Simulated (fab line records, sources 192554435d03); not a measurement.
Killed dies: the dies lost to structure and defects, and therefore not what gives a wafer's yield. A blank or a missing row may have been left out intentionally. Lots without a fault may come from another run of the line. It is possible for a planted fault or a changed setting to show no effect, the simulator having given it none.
Split-lot trial :: flow n5-finfet :: 7 lots, 21 wafers read, on a route of 1938 steps

== ON THE SPLIT ==
At N5_BEOL_M0_SAQP_SPACER1_ALD_98 (deposits SiO2, target thk 12.8 nm, pulse time 1 s, purge time 2 s), the setting ald-cycles was moved away from the recipe's 138 on 7 of the 21 wafers read, by -13.8% to +14.5%. This setting was run at the recipe's value on the other wafers.

== FROM THE SPLIT TO THE READING: what the file shows between them, 2 steps ==
- N5_BEOL_M0_SAQP_SPACER1_ETCHBACK_99: etches SiO2 in CHF3/O2, target depth 15.4 nm, time 7.7 s
- N5_BEOL_M0_SAQP_MANDREL1_REMOVE_100: chemistry HBr/Cl2/O2, target a-Si, stops on SiNx, bt time 10 s

== THE READING ==
cd-nm at N5_BEOL_M0_SAQP_CD_MEAS_25, given in nm (cd target 13.1 nm). A value of 12.77 nm with a standard deviation of 0.22 nm is what fault-free wafers of this fab line usually give.

wafer: L076.1
tool, chamber at the split: ald-sin-01, 0,3,1
ald-cycles as run: 138
against the recipe: recipe
cd-nm, nm: 12.96
against lot-mates on the recipe: -

wafer: L076.4
tool, chamber at the split: ald-sin-01, 0,3,1
ald-cycles as run: 138
against the recipe: recipe
cd-nm, nm: 12.90
against lot-mates on the recipe: -

wafer: L076.5
tool, chamber at the split: ald-sin-01, 0,3,1
ald-cycles as run: 138
against the recipe: recipe
cd-nm, nm: 13.05
against lot-mates on the recipe: -

wafer: L084.1
tool, chamber at the split: ald-sin-03, 1
ald-cycles as run: 158
against the recipe: +14.5%
cd-nm, nm: 14.59
against lot-mates on the recipe: +1.46

wafer: L084.4
tool, chamber at the split: ald-sin-03, 2
ald-cycles as run: 138
against the recipe: recipe
cd-nm, nm: 13.13
against lot-mates on the recipe: -

wafer: L084.5
tool, chamber at the split: ald-sin-03, 1
ald-cycles as run: 158
against the recipe: +14.5%
cd-nm, nm: 14.84
against lot-mates on the recipe: +1.71

wafer: L085.1
tool, chamber at the split: ald-sin-01, 3,1,3
ald-cycles as run: 138
against the recipe: recipe
cd-nm, nm: 12.65
against lot-mates on the recipe: -

wafer: L085.3
tool, chamber at the split: ald-sin-01, 3,1,3
ald-cycles as run: 138
against the recipe: recipe
cd-nm, nm: 13.07
against lot-mates on the recipe: -

wafer: L085.5
tool, chamber at the split: ald-sin-01, 3,1,3
ald-cycles as run: 138
against the recipe: recipe
cd-nm, nm: 12.69
against lot-mates on the recipe: -

wafer: L086.2
tool, chamber at the split: ald-sin-03, 3,0,3
ald-cycles as run: 138
against the recipe: recipe
cd-nm, nm: 12.88
against lot-mates on the recipe: -

wafer: L086.4
tool, chamber at the split: ald-sin-03, 3,0,3
ald-cycles as run: 138
against the recipe: recipe
cd-nm, nm: 12.34
against lot-mates on the recipe: -

wafer: L086.5
tool, chamber at the split: ald-sin-03, 3,0,3
ald-cycles as run: 138
against the recipe: recipe
cd-nm, nm: 13.12
against lot-mates on the recipe: -

wafer: L088.1
tool, chamber at the split: ald-sin-03, 1,3,2
ald-cycles as run: 149
against the recipe: +8.0%
cd-nm, nm: 13.48
against lot-mates on the recipe: no lot-mate on the recipe

wafer: L088.4
tool, chamber at the split: ald-sin-03, 1,3,2
ald-cycles as run: 149
against the recipe: +8.0%
cd-nm, nm: 13.52
against lot-mates on the recipe: no lot-mate on the recipe

wafer: L088.6
tool, chamber at the split: ald-sin-03, 1,3,2
ald-cycles as run: 149
against the recipe: +8.0%
cd-nm, nm: 13.93
against lot-mates on the recipe: no lot-mate on the recipe

wafer: L089.2
tool, chamber at the split: ald-sin-03, 1,2,1
ald-cycles as run: 138
against the recipe: recipe
cd-nm, nm: 12.73
against lot-mates on the recipe: -

wafer: L089.3
tool, chamber at the split: ald-sin-03, 1,2,1
ald-cycles as run: 138
against the recipe: recipe
cd-nm, nm: 13.15
against lot-mates on the recipe: -

wafer: L089.6
tool, chamber at the split: ald-sin-03, 1,2,1
ald-cycles as run: 138
against the recipe: recipe
cd-nm, nm: 13.23
against lot-mates on the recipe: -

wafer: L091.1
tool, chamber at the split: ald-sin-02, 1
ald-cycles as run: 138
against the recipe: recipe
cd-nm, nm: 12.93
against lot-mates on the recipe: -

wafer: L091.4
tool, chamber at the split: ald-sin-02, 0
ald-cycles as run: 119
against the recipe: -13.8%
cd-nm, nm: 10.75
against lot-mates on the recipe: -2.18

wafer: L091.6
tool, chamber at the split: ald-sin-02, 2
ald-cycles as run: 119
against the recipe: -13.8%
cd-nm, nm: 10.75
against lot-mates on the recipe: -2.18
When a row names more than one chamber, that row covers several wafers, and the file does not tell which wafer ran in which chamber.

FIT RESULTS
A straight line over all 21 wafers: cd-nm changes by +0.133 nm for each +1% of ald-cycles; r = +0.96; the points scatter about the line by 0.27 nm.
The same after taking each lot's own level away (the mean of its wafers on the recipe; 18 wafers): +0.133 nm for each +1%; r = +0.97; scatter 0.25 nm.
On that fit, the largest move of ald-cycles shifts the reading by 1.9 nm.
Across the lots, their own levels run from 12.780 to 13.130 nm, a range of 1.6 times the standard deviation given above.
So the lot-to-lot level changes the slope little: the two slopes agree.
Check: with one of the wafers moved furthest among these (+14.5%) left out of the fit, the line predicts +2.03 nm for it against its lot-mates. Against them it came out at +1.46 nm.

== THE WHOLE CHAIN: every reading that the file lists as answering this split, in the file's order ==
step: N5_BEOL_M0_SAQP_SPACER1_ALD_98
what it does: deposits SiO2, target thk 12.8 nm, pulse time 1 s, purge time 2 s
reading: SiO2_of_BEOL_M0_SAQP_SPACER1_ALD_98.thk-nm (the simulator's own value, which no gauge read)
change (the file's fit): +0.124 nm for each +1% of the setting
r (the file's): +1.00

step: N5_BEOL_M0_SAQP_MANDREL1_REMOVE_100
what it does: chemistry HBr/Cl2/O2, target a-Si, stops on SiNx, bt time 10 s
reading: BEOL_M0_SAQP.cd-nm (the simulator's own value, which no gauge read)
change (the file's fit): +0.117 nm for each +1% of the setting
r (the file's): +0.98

step: N5_BEOL_M0_SAQP_MANDREL1_REMOVE_100
what it does: chemistry HBr/Cl2/O2, target a-Si, stops on SiNx, bt time 10 s
reading: SiO2_of_BEOL_M0_SAQP_SPACER1_ALD_98.thk-nm (the simulator's own value, which no gauge read)
change (the file's fit): +0.131 nm for each +1% of the setting
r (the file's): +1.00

step: N5_BEOL_M0_SAQP_CD_MEAS_25
what it does: target cd 13.1 nm
reading: cd-nm
change (the file's fit): +0.133 nm for each +1% of the setting
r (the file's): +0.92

== THE FILE'S OWN FIT ==
cd-nm changes by +0.133 nm for each +1% of ald-cycles, r = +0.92.
